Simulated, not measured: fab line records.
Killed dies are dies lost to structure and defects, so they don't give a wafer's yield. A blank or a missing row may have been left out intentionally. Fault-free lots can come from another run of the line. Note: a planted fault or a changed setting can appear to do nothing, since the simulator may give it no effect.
The tool behind it: which one?	flow nand-harc	35 wafers from 12 lots sampled at 5 of the route's 1302 steps

WHAT THE GAUGES SHOWED, per wafer
NHARC_A_CHANNEL_HOLE_D1_CD_MEAS_18. Usual: cd-nm 99.3 nm, standard deviation 2.5.
lot	measured	on	cd-nm (nm)	flag
L443	day 8 08:50	cd-sem-03	98.8 96.5 96.6	
L445	day 9 09:43	cd-sem-02	99.8 97.3 98.3	
L448	day 10 17:22	cd-sem-01	98.3 99.1 99.1	
L453	day 12 21:52	cd-sem-01	97.6 97.9	
L454	day 12 22:40	cd-sem-01	95.8 92.4 93.1	
L456	day 13 23:11	cd-sem-01	102.0 97.1 98.7	
L457	day 14 17:57	cd-sem-01	98.5 101.2 99.2	
L462	day 16 13:28	cd-sem-01	100.0 102.0 103.1	
L463	day 17 01:15	cd-sem-03	104.0 99.0 99.5	
L464	day 17 10:03	cd-sem-03	99.7 99.2 99.9	
L465	day 18 01:53	cd-sem-01	101.4 99.6 100.7	
L466	day 18 09:01	cd-sem-02	96.1 96.0 99.8	

NHARC_END_SORT_01. Usual: killed-at-array 49, standard deviation 18; killed-at-other 0.7, standard deviation 1.1; killed-at-periphery 4.0, standard deviation 2.6; killed-dies 54, standard deviation 19; killed-open 3.4, standard deviation 1.7; killed-short 2.5, standard deviation 1.7.
lot	measured	on	killed-at-array	killed-at-other	killed-at-periphery	killed-dies	killed-open	killed-short	flag
L443	day 24 08:58	prober-01	45 59 41	1 2 0	3 1 5	49 62 46	3 2 5	1 4 0	
L445	day 25 01:35	prober-01	50 44 49	0 0 0	0 1 2	50 45 51	1 5 2	1 3 1	
L448	day 26 03:28	prober-01	29 52 22	0 1 2	2 2 0	31 55 24	2 1 0	0 2 0	
L453	day 28 10:43	prober-02	32 90	0 3	1 2	33 95	1 3	3 2	
L454	day 28 12:16	prober-01	124 90 66	0 0 1	6 4 6	130 94 73	2 4 4	0 2 1	
L456	day 29 07:48	prober-01	68 80 69	4 0 0	6 12 7	78 92 76	1 5 7	3 2 0	
L457	day 29 21:17	prober-01	59 53 64	1 1 2	5 3 7	65 57 73	3 3 4	3 1 1	
L462	day 31 23:41	prober-01	20 29 19	0 0 0	1 4 2	21 33 21	0 4 3	2 3 1	
L463	day 32 16:32	prober-01	40 46 63	2 0 0	0 0 2	42 46 65	2 1 4	3 4 2	
L464	day 33 04:19	prober-02	48 65 32	4 3 3	3 5 4	55 73 39	3 3 4	2 7 1	
L465	day 33 17:06	prober-02	62 57 46	0 0 0	3 2 3	65 59 49	3 2 2	4 1 4	
L466	day 34 00:10	prober-01	16 21 32	1 0 0	5 4 5	22 25 37	4 3 5	3 2 7	

EACH LOT AND THE TOOL THAT RAN IT (in order: tool; ch and the chambers of the sampled wafers; start)
lot	NHARC_A_CHANNEL_HOLE_D1_ETCH_34	NHARC_A_CHANNEL_HOLE_D1_ETCH_24	NHARC_A_CHANNEL_HOLE_D1_ETCH_26
L443	rie-diel-09 ch 1,2,3, day 8 08:10	har-etch-02 ch 0,1, day 8 11:19	har-etch-02 ch 0,1, day 8 12:46
L445	rie-diel-09 ch 0,2, day 9 09:02	har-etch-01 ch 0,1, day 9 14:18	har-etch-01 ch 0,1, day 9 15:57
L448	rie-diel-09 ch 0,2, day 10 16:41	har-etch-01 ch 0,1, day 11 00:34	har-etch-01 ch 0,1, day 11 02:13
L453	rie-diel-09 ch 1,2, day 12 21:12	har-etch-01 ch 0,1, day 13 00:38	har-etch-01 ch 0,1, day 13 02:17
L454	rie-diel-09 ch 0,3, day 12 21:59	har-etch-02 ch 0,1, day 13 02:53	har-etch-02 ch 0,1, day 13 04:19
L456	rie-diel-13 ch 1,3, day 13 22:31	har-etch-02 ch 0,1, day 14 01:30	har-etch-02 ch 0,1, day 14 03:04
L457	rie-diel-03 ch 1,2,3, day 14 17:08	har-etch-02 ch 0,1, day 14 22:41	har-etch-02 ch 0,1, day 29 21:17 or earlier
L462	rie-diel-13 ch 0,1,2, day 16 12:47	har-etch-01 ch 0,1, day 16 15:40	har-etch-01 ch 0,1, day 16 17:20
L463	rie-diel-13 ch 0,3, day 17 00:34	har-etch-01 ch 0,1, day 17 03:52	har-etch-01 ch 0,1, day 17 05:31
L464	rie-diel-13 ch 0,1,3, day 17 09:23	har-etch-01 ch 0,1, day 17 13:47	har-etch-01 ch 0,1, day 17 15:09
L465	rie-diel-13 ch 1,2, day 18 01:12	har-etch-02 ch 0,1, day 18 05:26	har-etch-02 ch 0,1, day 18 06:53
L466	rie-diel-09 ch 1,2,3, day 18 08:20	har-etch-02 ch 0,1, day 18 11:27	har-etch-02 ch 0,1, day 18 12:53
- NHARC_A_CHANNEL_HOLE_D1_ETCH_34: etches the open film in CF4/CHF3, target depth 154 nm, time 77 s.
- NHARC_A_CHANNEL_HOLE_D1_ETCH_24: etches the open film in C4F8/O2/Ar, time 906.2 s, target depth 1500 nm.
- NHARC_A_CHANNEL_HOLE_D1_ETCH_26: etches the open film in C4F8/O2/Ar, time 224.1 s, target depth 300 nm.

AS READ BY THE TOOLS THEMSELVES (means over the sampled wafers that have a number; for cases with no such wafer, the mark the record gives instead)
NHARC_A_CHANNEL_HOLE_D1_ETCH_34. Usual: drypump-motor-current-A 5.6 A, standard deviation 0.46; oes-product-au 0.948 a.u., standard deviation 0.022; rf-vpp-V 370.4 V, standard deviation 1.9; run-length-s 98.4 s, standard deviation 0.54; showerhead-plenum-p-Torr 1.57 Torr, standard deviation 0.054; throttle-valve-pct 16.802 %, standard deviation 0.0091.
lot	tool	drypump-motor-current-A (A)	oes-product-au (a.u.)	rf-vpp-V (V)	run-length-s (s)	showerhead-plenum-p-Torr (Torr)	throttle-valve-pct (%)	flag
L443	rie-diel-09	5.9	0.954	371.6	98.6	1.60	16.798	
L445	rie-diel-09	5.6	0.946	371.5	98.7	1.58	16.797	
L448	rie-diel-09	5.7	0.962	370.4	98.5	1.58	16.793	
L453	rie-diel-09	5.6	0.958	371.7	95.0	1.60	16.807	OFF
L454	rie-diel-09	6.3	0.947	371.4	96.5	1.58	16.807	OFF
L456	rie-diel-13	5.1	0.910	371.3	98.0	1.58	16.804	
L457	rie-diel-03	5.5	0.954	371.3	98.7	1.60	16.795	
L462	rie-diel-13	5.3	0.962	369.9	98.0	1.57	16.800	
L463	rie-diel-13	5.7	0.965	369.8	98.2	1.54	16.804	
L464	rie-diel-13	5.4	0.946	369.5	98.0	1.56	16.801	
L465	rie-diel-13	5.0	0.944	370.2	97.7	1.59	16.794	
L466	rie-diel-09	5.9	0.944	371.2	98.9	1.58	16.804	

NHARC_A_CHANNEL_HOLE_D1_ETCH_24. Usual: drypump-motor-current-A 6.3 A, standard deviation 0.37; showerhead-plenum-p-Torr 3.68 Torr, standard deviation 0.077; throttle-valve-pct 32.236 %, standard deviation 0.0086.
lot	tool	drypump-motor-current-A (A)	showerhead-plenum-p-Torr (Torr)	throttle-valve-pct (%)	flag
L443	har-etch-02	6.3	3.65	32.233	
L445	har-etch-01	6.2	3.71	32.234	
L448	har-etch-01	6.3	3.70	32.236	
L453	har-etch-01	6.1	3.68	32.240	
L454	har-etch-02	6.3	3.62	32.245	
L456	har-etch-02	6.3	3.61	32.231	
L457	har-etch-02	6.3	3.60	32.239	
L462	har-etch-01	6.0	3.65	32.237	
L463	har-etch-01	6.3	3.65	32.232	
L464	har-etch-01	6.0	3.64	32.231	
L465	har-etch-02	6.5	3.77	32.242	
L466	har-etch-02	6.3	3.84	32.234	

NHARC_A_CHANNEL_HOLE_D1_ETCH_26. Usual: drypump-motor-current-A 6.3 A, standard deviation 0.37; showerhead-plenum-p-Torr 3.73 Torr, standard deviation 0.082; throttle-valve-pct 24.583 %, standard deviation 0.009.
lot	tool	drypump-motor-current-A (A)	showerhead-plenum-p-Torr (Torr)	throttle-valve-pct (%)	flag
L443	har-etch-02	6.3	3.70	24.579	
L445	har-etch-01	6.3	3.76	24.590	
L448	har-etch-01	6.2	3.75	24.585	
L453	har-etch-01	6.1	3.73	24.589	
L454	har-etch-02	6.3	3.66	24.588	
L456	har-etch-02	6.3	3.66	24.588	
L457	har-etch-02	6.3	3.65	24.574	
L462	har-etch-01	6.0	3.69	24.582	
L463	har-etch-01	6.3	3.70	24.584	
L464	har-etch-01	6.0	3.68	24.584	
L465	har-etch-02	6.5	3.82	24.585	
L466	har-etch-02	6.3	3.90	24.578	

THE ANSWER, worked out from the rows above alone
Rule: lot off if the mean of its wafers having a number is beyond 3 standard deviations from the usual mean. Also off: a lot with no number at a reading for which 4 or more lots have one. The other lots that the step has rows for count as sound. Order of review: gauges by route order, followed by the tools' own readings, for which a lot's mean as printed above is used. The first step at which some lot is off is used, and at that step the reading that is off furthest; a lot without a number counts as furthest.
Off, at NHARC_A_CHANNEL_HOLE_D1_ETCH_34 on run-length-s: L453, L454.
If a tool, at that step or one of the process steps before it, ran each lot that is off and ran no sound lot following the first of them, it fits. None of those tried fits.

WHAT WAS PUT IN BY THE SIMULATOR
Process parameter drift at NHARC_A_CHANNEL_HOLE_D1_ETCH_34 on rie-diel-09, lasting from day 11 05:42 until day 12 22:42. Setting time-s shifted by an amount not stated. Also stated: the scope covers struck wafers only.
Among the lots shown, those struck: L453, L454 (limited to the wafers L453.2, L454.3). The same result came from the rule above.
